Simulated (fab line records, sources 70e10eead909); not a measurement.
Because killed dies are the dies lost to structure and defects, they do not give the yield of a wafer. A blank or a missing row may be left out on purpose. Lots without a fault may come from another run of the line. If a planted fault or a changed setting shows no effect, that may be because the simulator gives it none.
fab line records :: flow nand-harc
record
  lots=15
  wafers=45
  last-day=24
route steps=1159 shown P_M0@279 P_M1@317 P_M2@325
lots untouched by any fault: they come from a run of this same line in which no faults occurred
start-h: hours from the record's opening day to when the first of the lot's shown wafers began :: wait-h: how many hours have passed since the lot's step before this one :: " same as the row above :: L1.1+2: a single row standing in for several wafers :: - value missing, or start not given :: * or withheld: withheld :: < > ~ a bound
route shown NAME@n: NAME is a module with steps in the file, n the number in the route of the first one :: usual: the fault-free wafers' mean and standard deviation :: same: alike in all rows :: chamber/n: place in a boat :: sites: each site's reading :: _std_site: standard deviation of those values :: _edge_site: inner sites' mean taken away from outer sites' mean :: radius-mm: for every site, how far away it sits from the centre of the wafer :: mask NAME#n: copy n :: behind: the tool/chamber that last shaped the wafer :: hold: cause of the lot's hold/its duration in hours/its outcome :: device: whichever transistor did not switch (one of n, p or np) :: end of line: the tests these same wafers got at the end of their route :: step lacking rows: just its recipe :: killed: at the first sort, the dies lost to defects and structure; wafer yield is something else :: map: shows each die of a wafer: x if killed, . if not, _ if none is there
set.NAME: the run value of the setting; set.NAME@STEP: its run value at that earlier step :: model.NAME: the simulator's own value behind a step, which no gauge read
steps of the route over a sample of lots; a table a step, a row a wafer
services: a tool's chamber out of use, with start hour (start-h, from the record's first day; less than 0 if before it), hours out, and reason
## steps
# step NHARC_P_M0_THK_MEAS_24
# recipe
  thk-meas-gauge=xrf
# usual
  thk-nm=117.5/1.5
lot.wafer: L648.2
tool: film-metro-01
chamber: -
start-h: 120.03
wait-h: -
thk-nm: 117.5

lot.wafer: L648.4
tool: film-metro-01
chamber: -
start-h: 120.03
wait-h: -
thk-nm: 118.1

lot.wafer: L648.5
tool: film-metro-01
chamber: -
start-h: 120.03
wait-h: -
thk-nm: 118.2

lot.wafer: L649.3
tool: film-metro-01
chamber: -
start-h: 129.71
wait-h: -
thk-nm: 116.4

lot.wafer: L649.4
tool: film-metro-01
chamber: -
start-h: 129.71
wait-h: -
thk-nm: 118.2

lot.wafer: L649.6
tool: film-metro-01
chamber: -
start-h: 129.71
wait-h: -
thk-nm: 117.9

lot.wafer: L650.2
tool: film-metro-02
chamber: -
start-h: 134.55
wait-h: -
thk-nm: 119.4

lot.wafer: L650.4
tool: film-metro-02
chamber: -
start-h: 134.55
wait-h: -
thk-nm: 118.7

lot.wafer: L650.5
tool: film-metro-02
chamber: -
start-h: 134.55
wait-h: -
thk-nm: 118.2

lot.wafer: L651.1
tool: film-metro-01
chamber: -
start-h: 137.09
wait-h: -
thk-nm: 119.1

lot.wafer: L651.2
tool: film-metro-01
chamber: -
start-h: 137.09
wait-h: -
thk-nm: 118.6

lot.wafer: L651.4
tool: film-metro-01
chamber: -
start-h: 137.09
wait-h: -
thk-nm: 115.7

lot.wafer: L653.1
tool: film-metro-01
chamber: -
start-h: 157.05
wait-h: -
thk-nm: 117.4

lot.wafer: L653.5
tool: film-metro-01
chamber: -
start-h: 157.05
wait-h: -
thk-nm: 117.7

lot.wafer: L653.6
tool: film-metro-01
chamber: -
start-h: 157.05
wait-h: -
thk-nm: 118.0

lot.wafer: L655.2
tool: film-metro-01
chamber: -
start-h: 162.07
wait-h: -
thk-nm: 118.2

lot.wafer: L655.3
tool: film-metro-01
chamber: -
start-h: 162.07
wait-h: -
thk-nm: 119.1

lot.wafer: L655.6
tool: film-metro-01
chamber: -
start-h: 162.07
wait-h: -
thk-nm: 117.3

lot.wafer: L656.3
tool: film-metro-01
chamber: -
start-h: 177.59
wait-h: -
thk-nm: 115.4

lot.wafer: L656.4
tool: film-metro-01
chamber: -
start-h: 177.59
wait-h: -
thk-nm: 116.8

lot.wafer: L656.6
tool: film-metro-01
chamber: -
start-h: 177.59
wait-h: -
thk-nm: 118.7

lot.wafer: L658.1
tool: film-metro-02
chamber: -
start-h: 187.38
wait-h: -
thk-nm: 115.5

lot.wafer: L658.3
tool: film-metro-02
chamber: -
start-h: 187.38
wait-h: -
thk-nm: 115.6

lot.wafer: L658.6
tool: film-metro-02
chamber: -
start-h: 187.38
wait-h: -
thk-nm: 115.3

lot.wafer: L659.3
tool: film-metro-02
chamber: -
start-h: 194.03
wait-h: -
thk-nm: 119.2

lot.wafer: L659.4
tool: film-metro-02
chamber: -
start-h: 194.03
wait-h: -
thk-nm: 117.5

lot.wafer: L659.5
tool: film-metro-02
chamber: -
start-h: 194.03
wait-h: -
thk-nm: 115.8

lot.wafer: L660.2
tool: film-metro-02
chamber: -
start-h: 194.74
wait-h: -
thk-nm: 116.6

lot.wafer: L660.4
tool: film-metro-02
chamber: -
start-h: 194.74
wait-h: -
thk-nm: 119.2

lot.wafer: L660.6
tool: film-metro-02
chamber: -
start-h: 194.74
wait-h: -
thk-nm: 119.8

lot.wafer: L667.1
tool: film-metro-01
chamber: -
start-h: 232.47
wait-h: -
thk-nm: 116.9

lot.wafer: L667.2
tool: film-metro-01
chamber: -
start-h: 232.47
wait-h: -
thk-nm: 117.8

lot.wafer: L667.6
tool: film-metro-01
chamber: -
start-h: 232.47
wait-h: -
thk-nm: 119.6

lot.wafer: L668.1
tool: film-metro-02
chamber: -
start-h: 241.02
wait-h: -
thk-nm: 116.1

lot.wafer: L668.5
tool: film-metro-02
chamber: -
start-h: 241.02
wait-h: -
thk-nm: 115.5

lot.wafer: L668.6
tool: film-metro-02
chamber: -
start-h: 241.02
wait-h: -
thk-nm: 114.7

lot.wafer: L669.1
tool: film-metro-01
chamber: -
start-h: 243.63
wait-h: -
thk-nm: 114.7

lot.wafer: L669.4
tool: film-metro-01
chamber: -
start-h: 243.63
wait-h: -
thk-nm: 115.7

lot.wafer: L669.5
tool: film-metro-01
chamber: -
start-h: 243.63
wait-h: -
thk-nm: 113.6

lot.wafer: L670.2
tool: film-metro-02
chamber: -
start-h: 245.52
wait-h: -
thk-nm: 119.1

lot.wafer: L670.4
tool: film-metro-02
chamber: -
start-h: 245.52
wait-h: -
thk-nm: 116.9

lot.wafer: L670.6
tool: film-metro-02
chamber: -
start-h: 245.52
wait-h: -
thk-nm: 119.0

lot.wafer: L671.1
tool: film-metro-01
chamber: -
start-h: 251.98
wait-h: -
thk-nm: 116.0

lot.wafer: L671.2
tool: film-metro-01
chamber: -
start-h: 251.98
wait-h: -
thk-nm: 115.2

lot.wafer: L671.4
tool: film-metro-01
chamber: -
start-h: 251.98
wait-h: -
thk-nm: 118.1
# step NHARC_P_M1_DEP_33
# recipe
  target-thk-a=300
  temp-c=370
  target-thk-nm=30
  pressure-torr=3
  flow-sccm=200
  rf-w=450
  material=SiCN
# usual
  heater-power-w=577/68
lot.wafer: L648.2
tool: pecvd-04
chamber: 0
start-h: 124.48
wait-h: 0.1
heater-power-w: 481

lot.wafer: L648.4
tool: pecvd-04
chamber: 0
start-h: 124.48
wait-h: 0.1
heater-power-w: 376

lot.wafer: L648.5
tool: pecvd-04
chamber: 1
start-h: 124.48
wait-h: 0.1
heater-power-w: 451

lot.wafer: L649.3
tool: pecvd-02
chamber: 0
start-h: 134.22
wait-h: 0.1
heater-power-w: 553

lot.wafer: L649.6
tool: pecvd-02
chamber: 2
start-h: 134.22
wait-h: 0.1
heater-power-w: 573

lot.wafer: L649.4
tool: pecvd-02
chamber: 0
start-h: 134.22
wait-h: 0.1
heater-power-w: 540

lot.wafer: L650.2
tool: pecvd-03
chamber: 1
start-h: 138.96
wait-h: 0.1
heater-power-w: 654

lot.wafer: L650.4
tool: pecvd-03
chamber: 0
start-h: 138.96
wait-h: 0.1
heater-power-w: 566

lot.wafer: L650.5
tool: pecvd-03
chamber: 2
start-h: 138.96
wait-h: 0.1
heater-power-w: 617

lot.wafer: L651.2
tool: pecvd-02
chamber: 1
start-h: 141.70
wait-h: 0.1
heater-power-w: 536

lot.wafer: L651.1
tool: pecvd-02
chamber: 2
start-h: 141.70
wait-h: 0.1
heater-power-w: 569

lot.wafer: L651.4
tool: pecvd-02
chamber: 1
start-h: 141.70
wait-h: 0.1
heater-power-w: 530

lot.wafer: L653.1
tool: pecvd-04
chamber: 2
start-h: 161.60
wait-h: 0.1
heater-power-w: 568

lot.wafer: L653.6
tool: pecvd-04
chamber: 1
start-h: 161.60
wait-h: 0.1
heater-power-w: 507

lot.wafer: L653.5
tool: pecvd-04
chamber: 0
start-h: 161.60
wait-h: 0.1
heater-power-w: 449

lot.wafer: L655.3
tool: pecvd-04
chamber: 1
start-h: 166.82
wait-h: 0.1
heater-power-w: 508

lot.wafer: L655.2
tool: pecvd-04
chamber: 2
start-h: 166.82
wait-h: 0.1
heater-power-w: 603

lot.wafer: L655.6
tool: pecvd-04
chamber: 2
start-h: 166.82
wait-h: 0.1
heater-power-w: 598

lot.wafer: L656.3
tool: pecvd-03
chamber: 0
start-h: 182.25
wait-h: 0.1
heater-power-w: 611

lot.wafer: L656.4
tool: pecvd-03
chamber: 2
start-h: 182.25
wait-h: 0.1
heater-power-w: 588

lot.wafer: L656.6
tool: pecvd-03
chamber: 0
start-h: 182.25
wait-h: 0.1
heater-power-w: 600

lot.wafer: L658.3
tool: pecvd-04
chamber: 0
start-h: 191.86
wait-h: 0.1
heater-power-w: 405

lot.wafer: L658.1
tool: pecvd-04
chamber: 1
start-h: 191.86
wait-h: 0.1
heater-power-w: 502

lot.wafer: L658.6
tool: pecvd-04
chamber: 2
start-h: 191.86
wait-h: 0.1
heater-power-w: 595

lot.wafer: L659.3
tool: pecvd-03
chamber: 0
start-h: 198.58
wait-h: 0.1
heater-power-w: 631

lot.wafer: L659.5
tool: pecvd-03
chamber: 1
start-h: 198.58
wait-h: 0.1
heater-power-w: 591

lot.wafer: L659.4
tool: pecvd-03
chamber: 2
start-h: 198.58
wait-h: 0.1
heater-power-w: 588

lot.wafer: L660.2
tool: pecvd-02
chamber: 2
start-h: 199.70
wait-h: 0.1
heater-power-w: 708

lot.wafer: L660.4
tool: pecvd-02
chamber: 0
start-h: 199.70
wait-h: 0.1
heater-power-w: 523

lot.wafer: L660.6
tool: pecvd-02
chamber: 1
start-h: 199.70
wait-h: 0.1
heater-power-w: 576

lot.wafer: L667.1
tool: pecvd-03
chamber: 2
start-h: 236.96
wait-h: 0.1
heater-power-w: 594

lot.wafer: L667.2
tool: pecvd-03
chamber: 0
start-h: 236.96
wait-h: 0.1
heater-power-w: 542

lot.wafer: L667.6
tool: pecvd-03
chamber: 1
start-h: 236.96
wait-h: 0.1
heater-power-w: 645

lot.wafer: L668.1
tool: pecvd-03
chamber: 2
start-h: 245.49
wait-h: 0.1
heater-power-w: 586

lot.wafer: L668.6
tool: pecvd-03
chamber: 2
start-h: 245.49
wait-h: 0.1
heater-power-w: 579

lot.wafer: L668.5
tool: pecvd-03
chamber: 0
start-h: 245.49
wait-h: 0.1
heater-power-w: 580

lot.wafer: L669.1
tool: pecvd-03
chamber: 2
start-h: 248.25
wait-h: 0.1
heater-power-w: 610

lot.wafer: L669.4
tool: pecvd-03
chamber: 1
start-h: 248.25
wait-h: 0.1
heater-power-w: 649

lot.wafer: L669.5
tool: pecvd-03
chamber: 2
start-h: 248.25
wait-h: 0.1
heater-power-w: 606

lot.wafer: L670.2
tool: pecvd-02
chamber: 1
start-h: 252.09
wait-h: 0.1
heater-power-w: 566

lot.wafer: L670.4
tool: pecvd-02
chamber: 0
start-h: 252.09
wait-h: 0.1
heater-power-w: 587

lot.wafer: L670.6
tool: pecvd-02
chamber: 1
start-h: 252.09
wait-h: 0.1
heater-power-w: 563

lot.wafer: L671.1
tool: pecvd-03
chamber: 1
start-h: 256.68
wait-h: 0.1
heater-power-w: 642

lot.wafer: L671.2
tool: pecvd-03
chamber: 2
start-h: 256.68
wait-h: 0.1
heater-power-w: 519

lot.wafer: L671.4
tool: pecvd-03
chamber: 0
start-h: 256.68
wait-h: 0.1
heater-power-w: 617
# step NHARC_P_M2_EXPOSE_06
# recipe
  na=1.35
  target-cd-nm=170
  dose-mj=80.78
  mask-id=P_M2
# usual
  exposure-dose-mJ-cm2=80.71/0.073
  focus-offset-nm=0.0/0.51
lot.wafer: L648.2
tool: arfi-scanner-03
chamber: 0
start-h: 125.60
wait-h: -
mask: P_M2#0
exposure-dose-mJ-cm2: 80.67
focus-offset-nm: 0.0

lot.wafer: L648.4
tool: arfi-scanner-03
chamber: 0
start-h: 125.60
wait-h: -
mask: P_M2#0
exposure-dose-mJ-cm2: 80.64
focus-offset-nm: -0.3

lot.wafer: L648.5
tool: arfi-scanner-03
chamber: 0
start-h: 125.60
wait-h: -
mask: P_M2#0
exposure-dose-mJ-cm2: 80.74
focus-offset-nm: -0.6

lot.wafer: L649.3
tool: arfi-scanner-02
chamber: 0
start-h: 135.25
wait-h: -
mask: P_M2#0
exposure-dose-mJ-cm2: 80.79
focus-offset-nm: -0.8

lot.wafer: L649.4
tool: arfi-scanner-02
chamber: 0
start-h: 135.25
wait-h: -
mask: P_M2#0
exposure-dose-mJ-cm2: 80.77
focus-offset-nm: -0.4

lot.wafer: L649.6
tool: arfi-scanner-02
chamber: 0
start-h: 135.25
wait-h: -
mask: P_M2#0
exposure-dose-mJ-cm2: 80.61
focus-offset-nm: 0.0

lot.wafer: L650.2
tool: arfi-scanner-02
chamber: 0
start-h: 139.91
wait-h: -
mask: P_M2#0
exposure-dose-mJ-cm2: 80.74
focus-offset-nm: 0.2

lot.wafer: L650.4
tool: arfi-scanner-02
chamber: 0
start-h: 139.91
wait-h: -
mask: P_M2#0
exposure-dose-mJ-cm2: 80.74
focus-offset-nm: -0.4

lot.wafer: L650.5
tool: arfi-scanner-02
chamber: 0
start-h: 139.91
wait-h: -
mask: P_M2#0
exposure-dose-mJ-cm2: 80.84
focus-offset-nm: -0.1

lot.wafer: L651.1
tool: arfi-scanner-02
chamber: 0
start-h: 142.80
wait-h: -
mask: P_M2#0
exposure-dose-mJ-cm2: 80.68
focus-offset-nm: 0.3

lot.wafer: L651.2
tool: arfi-scanner-02
chamber: 0
start-h: 142.80
wait-h: -
mask: P_M2#0
exposure-dose-mJ-cm2: 80.62
focus-offset-nm: 0.3

lot.wafer: L651.4
tool: arfi-scanner-02
chamber: 0
start-h: 142.80
wait-h: -
mask: P_M2#0
exposure-dose-mJ-cm2: 80.76
focus-offset-nm: -0.4

lot.wafer: L653.1
tool: arfi-scanner-01
chamber: 0
start-h: 162.67
wait-h: -
mask: P_M2#0
exposure-dose-mJ-cm2: 80.76
focus-offset-nm: -0.1

lot.wafer: L653.5
tool: arfi-scanner-01
chamber: 0
start-h: 162.67
wait-h: -
mask: P_M2#0
exposure-dose-mJ-cm2: 80.68
focus-offset-nm: -0.2

lot.wafer: L653.6
tool: arfi-scanner-01
chamber: 0
start-h: 162.67
wait-h: -
mask: P_M2#0
exposure-dose-mJ-cm2: 80.71
focus-offset-nm: -0.2

lot.wafer: L655.2
tool: arfi-scanner-01
chamber: 0
start-h: 167.93
wait-h: -
mask: P_M2#0
exposure-dose-mJ-cm2: 80.69
focus-offset-nm: 0.2

lot.wafer: L655.3
tool: arfi-scanner-01
chamber: 0
start-h: 167.93
wait-h: -
mask: P_M2#0
exposure-dose-mJ-cm2: 80.83
focus-offset-nm: -0.1

lot.wafer: L655.6
tool: arfi-scanner-01
chamber: 0
start-h: 167.93
wait-h: -
mask: P_M2#0
exposure-dose-mJ-cm2: 80.67
focus-offset-nm: 1.1

lot.wafer: L656.3
tool: arfi-scanner-01
chamber: 0
start-h: 183.32
wait-h: -
mask: P_M2#0
exposure-dose-mJ-cm2: 80.70
focus-offset-nm: 0.7

lot.wafer: L656.4
tool: arfi-scanner-01
chamber: 0
start-h: 183.32
wait-h: -
mask: P_M2#0
exposure-dose-mJ-cm2: 80.64
focus-offset-nm: 0.3

lot.wafer: L656.6
tool: arfi-scanner-01
chamber: 0
start-h: 183.32
wait-h: -
mask: P_M2#0
exposure-dose-mJ-cm2: 80.70
focus-offset-nm: 0.0

lot.wafer: L658.1
tool: arfi-scanner-03
chamber: -
start-h: 192.94
wait-h: -
mask: P_M2#0
exposure-dose-mJ-cm2: -
focus-offset-nm: -

lot.wafer: L658.3
tool: arfi-scanner-03
chamber: -
start-h: 192.94
wait-h: -
mask: P_M2#0
exposure-dose-mJ-cm2: -
focus-offset-nm: -

lot.wafer: L658.6
tool: arfi-scanner-03
chamber: -
start-h: 192.94
wait-h: -
mask: P_M2#0
exposure-dose-mJ-cm2: -
focus-offset-nm: -

lot.wafer: L659.3
tool: arfi-scanner-03
chamber: -
start-h: 199.48
wait-h: -
mask: P_M2#0
exposure-dose-mJ-cm2: -
focus-offset-nm: -

lot.wafer: L659.4
tool: arfi-scanner-03
chamber: -
start-h: 199.48
wait-h: -
mask: P_M2#0
exposure-dose-mJ-cm2: -
focus-offset-nm: -

lot.wafer: L659.5
tool: arfi-scanner-03
chamber: -
start-h: 199.48
wait-h: -
mask: P_M2#0
exposure-dose-mJ-cm2: -
focus-offset-nm: -

lot.wafer: L660.2
tool: arfi-scanner-03
chamber: -
start-h: 200.88
wait-h: -
mask: P_M2#0
exposure-dose-mJ-cm2: -
focus-offset-nm: -

lot.wafer: L660.4
tool: arfi-scanner-03
chamber: -
start-h: 200.88
wait-h: -
mask: P_M2#0
exposure-dose-mJ-cm2: -
focus-offset-nm: -

lot.wafer: L660.6
tool: arfi-scanner-03
chamber: -
start-h: 200.88
wait-h: -
mask: P_M2#0
exposure-dose-mJ-cm2: -
focus-offset-nm: -

lot.wafer: L667.1
tool: arfi-scanner-01
chamber: 0
start-h: 238.03
wait-h: -
mask: P_M2#0
exposure-dose-mJ-cm2: 80.68
focus-offset-nm: 1.1

lot.wafer: L667.2
tool: arfi-scanner-01
chamber: 0
start-h: 238.03
wait-h: -
mask: P_M2#0
exposure-dose-mJ-cm2: 80.71
focus-offset-nm: 1.4

lot.wafer: L667.6
tool: arfi-scanner-01
chamber: 0
start-h: 238.03
wait-h: -
mask: P_M2#0
exposure-dose-mJ-cm2: 80.64
focus-offset-nm: 0.8

lot.wafer: L668.1
tool: arfi-scanner-01
chamber: 0
start-h: 246.56
wait-h: -
mask: P_M2#0
exposure-dose-mJ-cm2: 80.59
focus-offset-nm: 0.8

lot.wafer: L668.5
tool: arfi-scanner-01
chamber: 0
start-h: 246.56
wait-h: -
mask: P_M2#0
exposure-dose-mJ-cm2: 80.72
focus-offset-nm: 0.7

lot.wafer: L668.6
tool: arfi-scanner-01
chamber: 0
start-h: 246.56
wait-h: -
mask: P_M2#0
exposure-dose-mJ-cm2: 80.76
focus-offset-nm: 0.3

lot.wafer: L669.1
tool: arfi-scanner-03
chamber: 0
start-h: 249.27
wait-h: -
mask: P_M2#0
exposure-dose-mJ-cm2: 80.71
focus-offset-nm: -0.1

lot.wafer: L669.4
tool: arfi-scanner-03
chamber: 0
start-h: 249.27
wait-h: -
mask: P_M2#0
exposure-dose-mJ-cm2: 80.69
focus-offset-nm: -0.3

lot.wafer: L669.5
tool: arfi-scanner-03
chamber: 0
start-h: 249.27
wait-h: -
mask: P_M2#0
exposure-dose-mJ-cm2: 80.70
focus-offset-nm: 0.0

lot.wafer: L670.2
tool: arfi-scanner-03
chamber: 0
start-h: 253.26
wait-h: -
mask: P_M2#0
exposure-dose-mJ-cm2: 80.71
focus-offset-nm: 0.3

lot.wafer: L670.4
tool: arfi-scanner-03
chamber: 0
start-h: 253.26
wait-h: -
mask: P_M2#0
exposure-dose-mJ-cm2: 80.77
focus-offset-nm: 1.0

lot.wafer: L670.6
tool: arfi-scanner-03
chamber: 0
start-h: 253.26
wait-h: -
mask: P_M2#0
exposure-dose-mJ-cm2: 80.63
focus-offset-nm: 0.6

lot.wafer: L671.1
tool: arfi-scanner-03
chamber: 0
start-h: 257.62
wait-h: -
mask: P_M2#0
exposure-dose-mJ-cm2: 80.73
focus-offset-nm: -0.3

lot.wafer: L671.2
tool: arfi-scanner-03
chamber: 0
start-h: 257.62
wait-h: -
mask: P_M2#0
exposure-dose-mJ-cm2: 80.69
focus-offset-nm: -0.2

lot.wafer: L671.4
tool: arfi-scanner-03
chamber: 0
start-h: 257.62
wait-h: -
mask: P_M2#0
exposure-dose-mJ-cm2: 80.67
focus-offset-nm: 1.1
# step NHARC_P_M2_OVL_MEAS_10
# recipe
  pitch-nm=340
# usual
  overlay-x-nm=-0.2/1
  overlay-y-nm=0.2/0.98
lot.wafer: L648.2
tool: overlay-01
chamber: -
start-h: 125.83
wait-h: -
overlay-x-nm: 0.3
overlay-y-nm: 0.1

lot.wafer: L648.4
tool: overlay-01
chamber: -
start-h: 125.83
wait-h: -
overlay-x-nm: 0.0
overlay-y-nm: 0.5

lot.wafer: L648.5
tool: overlay-01
chamber: -
start-h: 125.83
wait-h: -
overlay-x-nm: 0.4
overlay-y-nm: 0.4

lot.wafer: L649.3
tool: overlay-01
chamber: -
start-h: 135.47
wait-h: -
overlay-x-nm: -0.7
overlay-y-nm: 1.1

lot.wafer: L649.4
tool: overlay-01
chamber: -
start-h: 135.47
wait-h: -
overlay-x-nm: -1.0
overlay-y-nm: 1.0

lot.wafer: L649.6
tool: overlay-01
chamber: -
start-h: 135.47
wait-h: -
overlay-x-nm: -1.0
overlay-y-nm: 1.6

lot.wafer: L650.2
tool: overlay-01
chamber: -
start-h: 140.14
wait-h: -
overlay-x-nm: -1.0
overlay-y-nm: -1.2

lot.wafer: L650.4
tool: overlay-01
chamber: -
start-h: 140.14
wait-h: -
overlay-x-nm: 0.1
overlay-y-nm: -1.5

lot.wafer: L650.5
tool: overlay-01
chamber: -
start-h: 140.14
wait-h: -
overlay-x-nm: -0.8
overlay-y-nm: -1.9

lot.wafer: L651.1
tool: overlay-01
chamber: -
start-h: 143.03
wait-h: -
overlay-x-nm: 0.3
overlay-y-nm: 0.4

lot.wafer: L651.2
tool: overlay-01
chamber: -
start-h: 143.03
wait-h: -
overlay-x-nm: 0.5
overlay-y-nm: 0.5

lot.wafer: L651.4
tool: overlay-01
chamber: -
start-h: 143.03
wait-h: -
overlay-x-nm: 0.6
overlay-y-nm: 0.7

lot.wafer: L653.1
tool: overlay-02
chamber: -
start-h: 162.90
wait-h: -
overlay-x-nm: 0.3
overlay-y-nm: 0.6

lot.wafer: L653.5
tool: overlay-02
chamber: -
start-h: 162.90
wait-h: -
overlay-x-nm: 0.3
overlay-y-nm: 0.6

lot.wafer: L653.6
tool: overlay-02
chamber: -
start-h: 162.90
wait-h: -
overlay-x-nm: 0.6
overlay-y-nm: 1.4

lot.wafer: L655.2
tool: overlay-01
chamber: -
start-h: 168.15
wait-h: -
overlay-x-nm: -2.4
overlay-y-nm: 0.3

lot.wafer: L655.3
tool: overlay-01
chamber: -
start-h: 168.15
wait-h: -
overlay-x-nm: -1.8
overlay-y-nm: 0.6

lot.wafer: L655.6
tool: overlay-01
chamber: -
start-h: 168.15
wait-h: -
overlay-x-nm: -2.9
overlay-y-nm: 0.2

lot.wafer: L656.3
tool: overlay-02
chamber: -
start-h: 183.54
wait-h: -
overlay-x-nm: -0.5
overlay-y-nm: 1.4

lot.wafer: L656.4
tool: overlay-02
chamber: -
start-h: 183.54
wait-h: -
overlay-x-nm: -0.6
overlay-y-nm: 1.7

lot.wafer: L656.6
tool: overlay-02
chamber: -
start-h: 183.54
wait-h: -
overlay-x-nm: -1.0
overlay-y-nm: 2.0

lot.wafer: L658.1
tool: overlay-02
chamber: -
start-h: 193.17
wait-h: -
overlay-x-nm: -
overlay-y-nm: -

lot.wafer: L658.3
tool: overlay-02
chamber: -
start-h: 193.17
wait-h: -
overlay-x-nm: -
overlay-y-nm: -

lot.wafer: L658.6
tool: overlay-02
chamber: -
start-h: 193.17
wait-h: -
overlay-x-nm: -
overlay-y-nm: -

lot.wafer: L659.3
tool: overlay-02
chamber: -
start-h: 199.71
wait-h: -
overlay-x-nm: -
overlay-y-nm: -

lot.wafer: L659.4
tool: overlay-02
chamber: -
start-h: 199.71
wait-h: -
overlay-x-nm: -
overlay-y-nm: -

lot.wafer: L659.5
tool: overlay-02
chamber: -
start-h: 199.71
wait-h: -
overlay-x-nm: -
overlay-y-nm: -

lot.wafer: L660.2
tool: overlay-01
chamber: -
start-h: 201.12
wait-h: -
overlay-x-nm: -
overlay-y-nm: -

lot.wafer: L660.4
tool: overlay-01
chamber: -
start-h: 201.12
wait-h: -
overlay-x-nm: -
overlay-y-nm: -

lot.wafer: L660.6
tool: overlay-01
chamber: -
start-h: 201.12
wait-h: -
overlay-x-nm: -
overlay-y-nm: -

lot.wafer: L667.1
tool: overlay-02
chamber: -
start-h: 238.25
wait-h: -
overlay-x-nm: -0.1
overlay-y-nm: 0.4

lot.wafer: L667.2
tool: overlay-02
chamber: -
start-h: 238.25
wait-h: -
overlay-x-nm: 0.7
overlay-y-nm: 0.6

lot.wafer: L667.6
tool: overlay-02
chamber: -
start-h: 238.25
wait-h: -
overlay-x-nm: 0.1
overlay-y-nm: 0.7

lot.wafer: L668.1
tool: overlay-02
chamber: -
start-h: 246.79
wait-h: -
overlay-x-nm: -1.8
overlay-y-nm: -0.7

lot.wafer: L668.5
tool: overlay-02
chamber: -
start-h: 246.79
wait-h: -
overlay-x-nm: -1.4
overlay-y-nm: -1.2

lot.wafer: L668.6
tool: overlay-02
chamber: -
start-h: 246.79
wait-h: -
overlay-x-nm: -1.7
overlay-y-nm: -1.2

lot.wafer: L669.1
tool: overlay-02
chamber: -
start-h: 249.50
wait-h: -
overlay-x-nm: 1.2
overlay-y-nm: 0.1

lot.wafer: L669.4
tool: overlay-02
chamber: -
start-h: 249.50
wait-h: -
overlay-x-nm: 1.3
overlay-y-nm: 0.1

lot.wafer: L669.5
tool: overlay-02
chamber: -
start-h: 249.50
wait-h: -
overlay-x-nm: 1.4
overlay-y-nm: -0.3

lot.wafer: L670.2
tool: overlay-01
chamber: -
start-h: 253.48
wait-h: -
overlay-x-nm: 0.5
overlay-y-nm: 1.1

lot.wafer: L670.4
tool: overlay-01
chamber: -
start-h: 253.48
wait-h: -
overlay-x-nm: 0.7
overlay-y-nm: 2.0

lot.wafer: L670.6
tool: overlay-01
chamber: -
start-h: 253.48
wait-h: -
overlay-x-nm: 0.5
overlay-y-nm: 2.0

lot.wafer: L671.1
tool: overlay-02
chamber: -
start-h: 257.85
wait-h: -
overlay-x-nm: 0.9
overlay-y-nm: -2.0

lot.wafer: L671.2
tool: overlay-02
chamber: -
start-h: 257.85
wait-h: -
overlay-x-nm: 1.3
overlay-y-nm: -1.8

lot.wafer: L671.4
tool: overlay-02
chamber: -
start-h: 257.85
wait-h: -
overlay-x-nm: 0.8
overlay-y-nm: -1.4
## services
tool: pecvd-03
chamber: -
start-h: 111.00
hours: 13.0
kind: pm

tool: pecvd-03
chamber: 0
start-h: 111.00
hours: 13.0
kind: vent-cycle

tool: pecvd-03
chamber: 1
start-h: 111.00
hours: 13.0
kind: vent-cycle

tool: pecvd-03
chamber: 2
start-h: 111.00
hours: 13.0
kind: vent-cycle

tool: pecvd-02
chamber: 1
start-h: 114.90
hours: 4.8
kind: repair

tool: arfi-scanner-01
chamber: -
start-h: 115.01
hours: 2.3
kind: repair

tool: pecvd-03
chamber: 0
start-h: 124.00
hours: -
kind: clean

tool: pecvd-03
chamber: 1
start-h: 124.00
hours: -
kind: clean

tool: pecvd-03
chamber: 2
start-h: 124.00
hours: -
kind: clean

tool: arfi-scanner-03
chamber: -
start-h: 140.00
hours: 4.0
kind: pm

tool: pecvd-02
chamber: -
start-h: 153.00
hours: 13.0
kind: pm

tool: pecvd-02
chamber: 0
start-h: 153.00
hours: 13.0
kind: vent-cycle

tool: pecvd-02
chamber: 1
start-h: 153.00
hours: 13.0
kind: vent-cycle

tool: arfi-scanner-03
chamber: -
start-h: 159.18
hours: 0.6
kind: repair

tool: pecvd-03
chamber: 0
start-h: 183.31
hours: 11.8
kind: repair

tool: pecvd-04
chamber: -
start-h: 195.13
hours: 13.0
kind: pm

tool: pecvd-04
chamber: -
start-h: 218.13
hours: 2.0
kind: repair

tool: arfi-scanner-01
chamber: 0
start-h: 223.25
hours: -
kind: calibration

tool: pecvd-03
chamber: 2
start-h: 223.25
hours: 12.0
kind: repair

tool: arfi-scanner-01
chamber: -
start-h: 233.12
hours: 4.0
kind: pm

tool: arfi-scanner-03
chamber: 0
start-h: 237.67
hours: -
kind: calibration

tool: pecvd-02
chamber: 2
start-h: 250.50
hours: 6.7
kind: repair

tool: arfi-scanner-01
chamber: -
start-h: 252.13
hours: 0.8
kind: repair

tool: arfi-scanner-02
chamber: -
start-h: 256.00
hours: 4.0
kind: pm
## key
first-sign
  step=NHARC_P_M2_EXPOSE_06
  reading=tool-record
  direction=missing
effect none on later readings
met-at NHARC_P_M2_EXPOSE_06
struck-lots L658,L659,L660
later-rows-left-out L658.1,L658.3,L658.6,L659.3,L659.4,L659.5,L660.2,L660.4,L660.6
sort-left-out L658.1,L658.3,L658.6,L659.3,L659.4,L659.5,L660.2,L660.4,L660.6
not-acting-at NHARC_P_M0_THK_MEAS_24,NHARC_P_M1_DEP_33,NHARC_P_M2_OVL_MEAS_10
onset-between 125.60 192.94
fault
  kind=skipped-step-whole
  tool=arfi-scanner-03
  chamber=-
  onset-h=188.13
  steps=NHARC_P_M2_EXPOSE_06
  scope=struck-lots-only
# sort-left-out: the simulated sort isn't trusted on such a fault, so these wafers' sort isn't shown, and their yield isn't known
# later-rows-left-out: the simulator's readings of these wafers behind a module that went badly wrong aren't trusted and aren't shown, but for the sort
